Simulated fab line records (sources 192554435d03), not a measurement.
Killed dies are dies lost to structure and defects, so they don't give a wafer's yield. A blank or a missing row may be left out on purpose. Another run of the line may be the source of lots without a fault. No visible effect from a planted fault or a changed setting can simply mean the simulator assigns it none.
Matching of chambers	flow n5Finfet	4 sister chambers for N5_MOL_CONTACT_COAG_ETCH_106 on rieDiel-01
The step etches SOC in N2/H2, target depth 80 nm, overetch 16 nm, time 120 s. 16 wafers are shown with their chamber, then 8 later ones without.

## WAFERS WITH THEIR CHAMBER
wafer	chamber	drypumpMotorCurrentA (A)	throttleValvePct (%)	showerheadPlenumPTorr (Torr)
L075.1	2	6.4	17.69	2.62
L075.4	3	5.3	17.81	2.54
L075.5	3	5.3	17.80	2.54
L076.2	3	5.3	17.83	2.54
L076.3	0	5.5	17.56	2.58
L076.6	2	6.4	17.69	2.62
L077.1	0	5.4	17.57	2.58
L077.2	1	6.1	18.10	2.55
L077.4	2	6.3	17.69	2.62
L082.2	3	5.3	17.84	2.54
L082.3	0	5.5	17.59	2.58
L082.6	3	5.3	17.84	2.54
L086.1	2	6.4	17.71	2.61
L086.2	3	5.3	17.84	2.53
L086.5	3	5.3	17.83	2.53
L089.2	0	5.5	17.62	2.57

SIGNATURES (means of the wafers above)
reading	chamber 0	chamber 1	chamber 2	chamber 3	scatter within a chamber
drypumpMotorCurrentA	5.475	6.100	6.375	5.300	0.0354
throttleValvePct	17.5850	18.1000	17.6950	17.8271	0.0181
showerheadPlenumPTorr	2.5775	2.5500	2.6175	2.5371	0.00494
Rule: for a wafer and a chamber, the distance is found by dividing, reading by reading, the gap between the wafer's reading and the chamber's mean by the reading's scatter, squaring, summing and taking the root. The wafer belongs to the nearest chamber; if the next one is less than 2 further off, it can't be placed. The scatter: the root of (the sum of the squares of (reading less its chamber's mean) over the shown wafers, divided by (wafers less chambers)).

## WAFERS MISSING THEIR CHAMBER
wafer	drypumpMotorCurrentA (A)	throttleValvePct (%)	showerheadPlenumPTorr (Torr)
L089.4	6.3	17.72	2.61
L089.6	5.5	17.60	2.57
L090.1	6.1	18.18	2.53
L090.2	6.3	17.73	2.61
L090.6	5.3	17.86	2.53
L096.1	6.1	18.17	2.53
L096.4	6.4	17.77	2.60
L096.5	5.4	17.64	2.56

## WHICH CHAMBER EACH ONE RAN IN
wafer	from the rows above	in truth
L089.4	2	2
L089.6	0	0
L090.1	1	1
L090.2	2	2
L090.6	3	3
L096.1	1	1
L096.4	2	2
L096.5	0	0
Placed correctly: 8 of 8. Left unplaced by these rows: 0. Wrongly placed: 0.
